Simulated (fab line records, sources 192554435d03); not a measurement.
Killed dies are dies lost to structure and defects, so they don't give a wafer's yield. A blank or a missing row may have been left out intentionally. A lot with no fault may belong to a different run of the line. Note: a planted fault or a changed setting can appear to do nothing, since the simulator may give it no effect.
Comparing a struck lot with a sound one :: flow n5 finfet :: 14 out of 1938 route steps
Sound: the wafers L837.2, L837.3, L837.5. Struck: wafer L847.2 (left out: L847.3, L847.5 of the same lot, which were not struck); the cause appears at the end.
Order at every step that has rows: each side's tool, ch and its chambers, its first start. Under that, the readings that differ: sound wafers :: struck wafers :: difference of the means :: sigmas: that difference in standard deviations of wafers without a fault.
alike: readings whose means differ by less than 2 such deviations, and words and numbers that are the same on both sides. not compared: withheld readings, readings that some wafer has no value for, bounds like >300 that may hide the same value, and numbers for which the record gives no deviation and whose values overlap.
A row with sigmas, a row that says differs or no value, or rows on one side alone: a step with any of these is where the two part. When numbers do not overlap yet have no deviation, they are printed without sigmas and do not part them. A reading that every wafer of one side lacks parts them only if that side has two wafers or more.

first, 3 steps without rows for these wafers: N5_BEOL_M5_EXPOSE_25 (exposes mask V4, defocus 10 nm); N5_BEOL_M5_PEB_26 (peb time 60 s); N5_BEOL_M5_DEVELOP_27 (develop time 30 s).
N5_BEOL_M5_CD_MEAS_28: target cd 30.6 nm, target cd y 20 nm.
  sound on cd sem-03 ch 0, day 10 12:25; struck on cd sem-01 ch 0, day 13 04:31
  alike: cd nm
N5_BEOL_M5_OVL_MEAS_29:
  sound on overlay-02 ch 0, day 10 12:27; struck on overlay-01 ch 0, day 13 04:33
  alike: V4_OVL
N5_BEOL_M5_INSPECT_30: inspects for defects (brightfield).
  sound: defect inspect-02 at day 10 12:30; struck: defect inspect-01 at day 13 04:36
  alike: raw defect count
N5_BEOL_M5_DESCUM_33: chemistry O2, time 7 s.
  sound on rie diel-06 ch 0,1,2, day 10 12:43; struck on rie diel-06 ch 0, day 13 04:38
reading: bias power w (W)
sound: 20.04 19.93 19.92
struck: 20.11
difference: +0.15
sigmas: +2
  alike: drypump motor current A, o2 flow sccm, oes product au, rf vpp V, showerhead plenum p Torr, throttle valve pct
  not compared: rf hours counter h
N5_BEOL_M5_ETCH_75: etches underlayer in N2/H2, target depth 6.5 nm, time 5.2 s.
  sound on rie diel-06 ch 0,1,2, day 10 12:44; struck on rie diel-06 ch 0, day 13 04:40
  alike: drypump motor current A, etch rf on time s, oes product au, rf vpp V, showerhead plenum p Torr, throttle valve pct
  not compared: rf hours counter h
N5_BEOL_M5_ETCH_67: etches SiARC in CF4, target depth 15.6 nm, time 26 s.
  sound on rie diel-06 ch 0,1,2, day 10 12:46; struck on rie diel-06 ch 0, day 13 04:41
  alike: drypump motor current A, etch rf on time s, oes product au, rf vpp V, showerhead plenum p Torr, throttle valve pct
  not compared: rf hours counter h
N5_BEOL_M5_ETCH_68: etches SOC in N2/H2, target depth 80 nm, overetch 16 nm, time 120 s.
  sound on rie diel-06 ch 0,1,2, day 10 12:47; struck on rie diel-06 ch 0, day 13 04:43
  alike: drypump motor current A, oes product au, rf vpp V, showerhead plenum p Torr, throttle valve pct
  not compared: rf hours counter h
then, 2 steps without rows for these wafers: N5_BEOL_M5_STRIP_69 (strips in N2/H2); N5_BEOL_M5_STRIP_76 (strips in N2/H2).
N5_BEOL_M5_VIA_ETCH_34: etches SiCOH lowk in C4F6/O2, target depth 88.3 nm, time 39.2 s.
  sound on rie diel-06 ch 0,1,2, day 10 12:53; struck on rie diel-06 ch 0, day 13 04:49
reading: oes product au (a.u.)
sound: 0.77 0.80 0.71
struck: 1.06
difference: +0.30
sigmas: +4

reading: model.etch.depth nm (nm)
sound: 90.07 88.37 86.88
struck: 138.4
difference: +50.0
sigmas: 

reading: model.SOC_of_BEOL_M5_COAT_65.thk nm (nm)
sound: 55.6 55.8 55.8
struck: 53.6
difference: -2.1
sigmas: 

reading: model.BEOL_M5.cd nm (nm)
sound: 28.2 28 28
struck: 28.4
difference: +0.3
sigmas: 
  alike: drypump motor current A, rf vpp V, showerhead plenum p Torr, throttle valve pct
  not compared: rf hours counter h
then, 1 step without rows for these wafers: N5_BEOL_M5_STRIP_85 (strips in C4F6/O2).

== WHERE THEY PART ==
At N5_BEOL_M5_DESCUM_33 first; at N5_BEOL_M5_VIA_ETCH_34 last (within this record only).

WHY: the cause the simulator had injected
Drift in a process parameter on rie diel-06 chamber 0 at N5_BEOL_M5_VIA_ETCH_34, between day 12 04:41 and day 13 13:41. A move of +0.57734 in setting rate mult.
